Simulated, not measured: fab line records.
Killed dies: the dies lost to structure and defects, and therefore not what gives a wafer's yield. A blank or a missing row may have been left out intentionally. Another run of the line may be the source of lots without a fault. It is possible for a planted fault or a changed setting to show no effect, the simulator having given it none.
Which of the tools did it? / flow nand_harc / Sampling: 12 lots, 36 wafers, 6 of 1302 route steps

WHAT THE GAUGES READ, wafer by wafer
NHARC_A_CHANNEL_HOLE_D1_OVL_MEAS_11.
lot=L278; measured=day 9 06:46; on=overlay-02; overlay_x_nm (nm)=1.1 0.9 1.1; overlay_y_nm (nm)=1.1 0.7 1.3
lot=L280; measured=day 10 01:14; on=overlay-01; overlay_x_nm (nm)=0.7 0.8 0.6; overlay_y_nm (nm)=0.5 0.2 0.0
lot=L282; measured=day 10 19:19; on=overlay-01; overlay_x_nm (nm)=1.2 0.8 1.1; overlay_y_nm (nm)=0.2 -0.1 0.0
lot=L284; measured=day 11 16:23; on=overlay-02; overlay_x_nm (nm)=-0.4 -0.3 0.0; overlay_y_nm (nm)=0.0 -0.4 -0.6
lot=L285; measured=day 12 03:03; on=overlay-02; overlay_x_nm (nm)=0.1 -0.5 -0.6; overlay_y_nm (nm)=0.5 0.6 0.0
lot=L287; measured=day 13 01:47; on=overlay-02; overlay_x_nm (nm)=-1.2 -1.4 -1.5; overlay_y_nm (nm)=-0.9 -0.5 -0.8
lot=L288; measured=day 13 08:56; on=overlay-02; overlay_x_nm (nm)=-0.2 -0.2 -0.3; overlay_y_nm (nm)=-0.4 0.5 -0.5
lot=L289; measured=day 14 09:38; on=overlay-01; overlay_x_nm (nm)=1.2 0.9 0.7; overlay_y_nm (nm)=0.4 0.8 0.3
lot=L291; measured=day 14 11:16; on=overlay-02; overlay_x_nm (nm)=-0.5 -0.7 -1.1; overlay_y_nm (nm)=0.4 0.0 0.6
lot=L297; measured=day 16 21:34; on=overlay-01; overlay_x_nm (nm)=0.8 1.1 0.9; overlay_y_nm (nm)=-0.6 0.3 -0.8
lot=L298; measured=day 17 06:43; on=overlay-01; overlay_x_nm (nm)=-0.7 -1.0 -0.6; overlay_y_nm (nm)=0.0 0.4 0.4
lot=L299; measured=day 18 06:13; on=overlay-01; overlay_x_nm (nm)=0.9 0.6 0.5; overlay_y_nm (nm)=0.5 0.3 0.8

NHARC_A_CHANNEL_HOLE_D1_INSPECT_40.
lot=L278; measured=day 9 16:30; on=defect_inspect-01; raw_defect_count=103 121 141
lot=L280; measured=day 10 08:15; on=defect_inspect-01; raw_defect_count=90 89 104
lot=L282; measured=day 11 03:17; on=defect_inspect-02; raw_defect_count=39 65 41
lot=L284; measured=day 12 09:24; on=defect_inspect-02; raw_defect_count=81 79 105
lot=L285; measured=day 12 13:40; on=defect_inspect-02; raw_defect_count=84 97 99
lot=L287; measured=day 13 09:09; on=defect_inspect-01; raw_defect_count=120 97 91
lot=L288; measured=day 13 15:55; on=defect_inspect-01; raw_defect_count=1348 1276 1282
lot=L289; measured=day 14 16:46; on=defect_inspect-01; raw_defect_count=1285 1357 1281
lot=L291; measured=day 14 20:57; on=defect_inspect-02; raw_defect_count=1359 1296 1266
lot=L297; measured=day 17 14:39; on=defect_inspect-02; raw_defect_count=48 73 68
lot=L298; measured=day 17 18:52; on=defect_inspect-01; raw_defect_count=75 63 84
lot=L299; measured=day 18 13:38; on=defect_inspect-02; raw_defect_count=45 48 46

NHARC_END_SORT_01.
lot=L288; measured=day 29 19:15; on=prober-01; killed_at_array=145 149 127; killed_at_other=0 0 0; killed_at_periphery=2 3 3; killed_dies=147 152 130; killed_open=2 2 2; killed_short=1 1 1
lot=L289; measured=day 29 19:11; on=prober-02; killed_at_array=115 126 125; killed_at_other=0 0 0; killed_at_periphery=4 1 1; killed_dies=119 127 126; killed_open=6 2 7; killed_short=2 3 2
lot=L291; measured=day 30 03:07; on=prober-01; killed_at_array=178 177 175; killed_at_other=0 0 0; killed_at_periphery=1 0 3; killed_dies=179 177 178; killed_open=2 4 0; killed_short=4 1 3

EACH LOT AND THE TOOL THAT RAN IT (in order: tool; ch and the chambers of the sampled wafers; start)
lot=L278; NHARC_A_CHANNEL_HOLE_D1_ETCH_34=rie_diel-07 ch 0,1,3, day 9 14:49 or earlier; NHARC_A_CHANNEL_HOLE_D1_STRIP_41=rie_diel-05 ch 0,2, day 9 14:49; NHARC_A_CHANNEL_HOLE_D1_ETCH_44=rie_diel-05 ch 0,1, day 9 15:31
lot=L280; NHARC_A_CHANNEL_HOLE_D1_ETCH_34=rie_diel-01 ch 2,3, day 10 07:03 or earlier; NHARC_A_CHANNEL_HOLE_D1_STRIP_41=rie_diel-01 ch 2,3, day 10 07:03; NHARC_A_CHANNEL_HOLE_D1_ETCH_44=rie_diel-01 ch 0,1,2, day 10 07:17
lot=L282; NHARC_A_CHANNEL_HOLE_D1_ETCH_34=rie_diel-01 ch 0,2,3, day 11 02:05 or earlier; NHARC_A_CHANNEL_HOLE_D1_STRIP_41=rie_diel-01 ch 1,2,3, day 11 02:05; NHARC_A_CHANNEL_HOLE_D1_ETCH_44=rie_diel-01 ch 0,1,2, day 11 02:18
lot=L284; NHARC_A_CHANNEL_HOLE_D1_ETCH_34=rie_diel-01 ch 1,2,3, day 12 08:12 or earlier; NHARC_A_CHANNEL_HOLE_D1_STRIP_41=rie_diel-01 ch 0,1, day 12 08:12; NHARC_A_CHANNEL_HOLE_D1_ETCH_44=rie_diel-01 ch 0,1,2, day 12 08:26
lot=L285; NHARC_A_CHANNEL_HOLE_D1_ETCH_34=rie_diel-01 ch 2,3, day 12 12:22 or earlier; NHARC_A_CHANNEL_HOLE_D1_STRIP_41=rie_diel-05 ch 0,1,2, day 12 12:22; NHARC_A_CHANNEL_HOLE_D1_ETCH_44=rie_diel-05 ch 1,3, day 12 12:38
lot=L287; NHARC_A_CHANNEL_HOLE_D1_ETCH_34=rie_diel-07 ch 0,3, day 13 07:55 or earlier; NHARC_A_CHANNEL_HOLE_D1_STRIP_41=rie_diel-01 ch 0,3, day 13 07:55; NHARC_A_CHANNEL_HOLE_D1_ETCH_44=rie_diel-01 ch 0,2,3, day 13 08:08
lot=L288; NHARC_A_CHANNEL_HOLE_D1_ETCH_34=rie_diel-01 ch 1,2,3, day 13 14:43 or earlier; NHARC_A_CHANNEL_HOLE_D1_STRIP_41=rie_diel-01 ch 0,1,3, day 13 14:43; NHARC_A_CHANNEL_HOLE_D1_ETCH_44=rie_diel-01 ch 0,1,3, day 13 14:56
lot=L289; NHARC_A_CHANNEL_HOLE_D1_ETCH_34=rie_diel-07 ch 2,3, day 14 15:35 or earlier; NHARC_A_CHANNEL_HOLE_D1_STRIP_41=rie_diel-01 ch 1,2,3, day 14 15:35; NHARC_A_CHANNEL_HOLE_D1_ETCH_44=rie_diel-01 ch 1,2, day 14 15:47
lot=L291; NHARC_A_CHANNEL_HOLE_D1_ETCH_34=rie_diel-01 ch 1,2,3, day 14 19:45 or earlier; NHARC_A_CHANNEL_HOLE_D1_STRIP_41=rie_diel-01 ch 1,2,3, day 14 19:45; NHARC_A_CHANNEL_HOLE_D1_ETCH_44=rie_diel-01 ch 0,2,3, day 14 19:58
lot=L297; NHARC_A_CHANNEL_HOLE_D1_ETCH_34=rie_diel-07 ch 1,2,3, day 17 13:28 or earlier; NHARC_A_CHANNEL_HOLE_D1_STRIP_41=rie_diel-05 ch 0,2,3, day 17 13:28; NHARC_A_CHANNEL_HOLE_D1_ETCH_44=rie_diel-05 ch 1,3, day 17 13:41
lot=L298; NHARC_A_CHANNEL_HOLE_D1_ETCH_34=rie_diel-01 ch 0,2,3, day 17 17:37 or earlier; NHARC_A_CHANNEL_HOLE_D1_STRIP_41=rie_diel-01 ch 0,1, day 17 17:37; NHARC_A_CHANNEL_HOLE_D1_ETCH_44=rie_diel-01 ch 0,1, day 17 17:49
lot=L299; NHARC_A_CHANNEL_HOLE_D1_ETCH_34=rie_diel-07 ch 2,3, day 18 12:26 or earlier; NHARC_A_CHANNEL_HOLE_D1_STRIP_41=rie_diel-01 ch 0,1,3, day 18 12:26; NHARC_A_CHANNEL_HOLE_D1_ETCH_44=rie_diel-01 ch 0,1,3, day 18 12:39
- NHARC_A_CHANNEL_HOLE_D1_ETCH_34: etches the open film in CF4/CHF3, target depth 154 nm, time 77 s.
- NHARC_A_CHANNEL_HOLE_D1_STRIP_41: strips in N2/H2.
- NHARC_A_CHANNEL_HOLE_D1_ETCH_44: etches the open film in CF4/O2, target depth 140 nm, overetch 14 nm, time 77 s.

WHAT THE TOOLS THEMSELVES READ (means of the sampled wafers that have a number; where no wafer has one, the mark that the record gives instead)
NHARC_A_CHANNEL_HOLE_D1_ETCH_34.
lot=L278; tool=rie_diel-07; drypump_motor_current_A (A)=5.97; oes_product_au (a.u.)=0.932; rf_vpp_V (V)=370.3; showerhead_plenum_p_Torr (Torr)=1.55; throttle_valve_pct (%)=16.807
lot=L280; tool=rie_diel-01; drypump_motor_current_A (A)=5.55; oes_product_au (a.u.)=0.974; rf_vpp_V (V)=370.2; showerhead_plenum_p_Torr (Torr)=1.58; throttle_valve_pct (%)=16.803
lot=L282; tool=rie_diel-01; drypump_motor_current_A (A)=5.52; oes_product_au (a.u.)=0.973; rf_vpp_V (V)=370.7; showerhead_plenum_p_Torr (Torr)=1.60; throttle_valve_pct (%)=16.795
lot=L284; tool=rie_diel-01; drypump_motor_current_A (A)=5.44; oes_product_au (a.u.)=0.968; rf_vpp_V (V)=371.5; showerhead_plenum_p_Torr (Torr)=1.56; throttle_valve_pct (%)=16.800
lot=L285; tool=rie_diel-01; drypump_motor_current_A (A)=5.55; oes_product_au (a.u.)=0.924; rf_vpp_V (V)=370.1; showerhead_plenum_p_Torr (Torr)=1.58; throttle_valve_pct (%)=16.804
lot=L287; tool=rie_diel-07; drypump_motor_current_A (A)=6.12; oes_product_au (a.u.)=0.923; rf_vpp_V (V)=371.5; showerhead_plenum_p_Torr (Torr)=1.60; throttle_valve_pct (%)=16.799
lot=L288; tool=rie_diel-01; drypump_motor_current_A (A)=5.42; oes_product_au (a.u.)=0.924; rf_vpp_V (V)=370.5; showerhead_plenum_p_Torr (Torr)=1.56; throttle_valve_pct (%)=16.800
lot=L289; tool=rie_diel-07; drypump_motor_current_A (A)=6.00; oes_product_au (a.u.)=0.964; rf_vpp_V (V)=371.5; showerhead_plenum_p_Torr (Torr)=1.60; throttle_valve_pct (%)=16.793
lot=L291; tool=rie_diel-01; drypump_motor_current_A (A)=5.43; oes_product_au (a.u.)=0.970; rf_vpp_V (V)=369.8; showerhead_plenum_p_Torr (Torr)=1.56; throttle_valve_pct (%)=16.807
lot=L297; tool=rie_diel-07; drypump_motor_current_A (A)=5.92; oes_product_au (a.u.)=0.970; rf_vpp_V (V)=370.2; showerhead_plenum_p_Torr (Torr)=1.57; throttle_valve_pct (%)=16.810
lot=L298; tool=rie_diel-01; drypump_motor_current_A (A)=5.51; oes_product_au (a.u.)=0.969; rf_vpp_V (V)=371.0; showerhead_plenum_p_Torr (Torr)=1.59; throttle_valve_pct (%)=16.801
lot=L299; tool=rie_diel-07; drypump_motor_current_A (A)=6.04; oes_product_au (a.u.)=0.954; rf_vpp_V (V)=372.9; showerhead_plenum_p_Torr (Torr)=1.62; throttle_valve_pct (%)=16.810

NHARC_A_CHANNEL_HOLE_D1_ETCH_44.
lot=L278; tool=rie_diel-05; drypump_motor_current_A (A)=5.73; oes_product_au (a.u.)=0.993; rf_vpp_V (V)=200.1; showerhead_plenum_p_Torr (Torr)=1.41; throttle_valve_pct (%)=13.392
lot=L280; tool=rie_diel-01; drypump_motor_current_A (A)=5.51; oes_product_au (a.u.)=0.997; rf_vpp_V (V)=198.8; showerhead_plenum_p_Torr (Torr)=1.38; throttle_valve_pct (%)=13.396
lot=L282; tool=rie_diel-01; drypump_motor_current_A (A)=5.55; oes_product_au (a.u.)=1.001; rf_vpp_V (V)=199.6; showerhead_plenum_p_Torr (Torr)=1.38; throttle_valve_pct (%)=13.402
lot=L284; tool=rie_diel-01; drypump_motor_current_A (A)=5.54; oes_product_au (a.u.)=1.004; rf_vpp_V (V)=198.5; showerhead_plenum_p_Torr (Torr)=1.38; throttle_valve_pct (%)=13.393
lot=L285; tool=rie_diel-05; drypump_motor_current_A (A)=5.48; oes_product_au (a.u.)=0.997; rf_vpp_V (V)=198.1; showerhead_plenum_p_Torr (Torr)=1.35; throttle_valve_pct (%)=13.399
lot=L287; tool=rie_diel-01; drypump_motor_current_A (A)=5.54; oes_product_au (a.u.)=0.997; rf_vpp_V (V)=197.9; showerhead_plenum_p_Torr (Torr)=1.35; throttle_valve_pct (%)=13.390
lot=L288; tool=rie_diel-01; drypump_motor_current_A (A)=5.42; oes_product_au (a.u.)=0.999; rf_vpp_V (V)=198.1; showerhead_plenum_p_Torr (Torr)=1.34; throttle_valve_pct (%)=13.410
lot=L289; tool=rie_diel-01; drypump_motor_current_A (A)=5.55; oes_product_au (a.u.)=0.994; rf_vpp_V (V)=198.4; showerhead_plenum_p_Torr (Torr)=1.37; throttle_valve_pct (%)=13.396
lot=L291; tool=rie_diel-01; drypump_motor_current_A (A)=5.54; oes_product_au (a.u.)=0.995; rf_vpp_V (V)=197.8; showerhead_plenum_p_Torr (Torr)=1.35; throttle_valve_pct (%)=13.407
lot=L297; tool=rie_diel-05; drypump_motor_current_A (A)=5.48; oes_product_au (a.u.)=1.002; rf_vpp_V (V)=199.0; showerhead_plenum_p_Torr (Torr)=1.38; throttle_valve_pct (%)=13.408
lot=L298; tool=rie_diel-01; drypump_motor_current_A (A)=5.44; oes_product_au (a.u.)=0.996; rf_vpp_V (V)=198.2; showerhead_plenum_p_Torr (Torr)=1.37; throttle_valve_pct (%)=13.399
lot=L299; tool=rie_diel-01; drypump_motor_current_A (A)=5.40; oes_product_au (a.u.)=0.993; rf_vpp_V (V)=198.0; showerhead_plenum_p_Torr (Torr)=1.34; throttle_valve_pct (%)=13.400

THE ANSWER, worked out from the rows above alone
Rule: the lots themselves supply what counts as usual. The widest of any qualifying gaps counts: lots, ordered by their means at a reading, are off when they make up no more than a third of the lots, leave a main group of 4 or more, and stand apart from it by 3 or more times the standard deviation of that group's means. Not used: any main group whose means are identical at the precision the tables above print for the reading. Also off: a lot with no number at a reading for which 4 or more lots have one. Where the step has rows for the other lots, those lots are counted as sound. After the gauges, taken in route order, come the tools' own readings; for these a lot's mean is taken, as printed above. At the first step where some lot is off, the reading lying furthest off is the one used; lots without a number count as furthest.
Off at NHARC_A_CHANNEL_HOLE_D1_INSPECT_40 (raw_defect_count): L288, L289, L291. Main group: mean 81, sd 24.
If a tool, at a process step before that reading, ran all the lots that are off and no sound lot after the first of them, it fits. Those tools and the gauges at NHARC_A_CHANNEL_HOLE_D1_INSPECT_40 are tried in the same way. NHARC_A_CHANNEL_HOLE_D1_ETCH_34: start missing for some lots; hours and lot order therefore follow NHARC_A_CHANNEL_HOLE_D1_STRIP_41. None of those tried fits.

WHAT THE SIMULATOR PUT IN
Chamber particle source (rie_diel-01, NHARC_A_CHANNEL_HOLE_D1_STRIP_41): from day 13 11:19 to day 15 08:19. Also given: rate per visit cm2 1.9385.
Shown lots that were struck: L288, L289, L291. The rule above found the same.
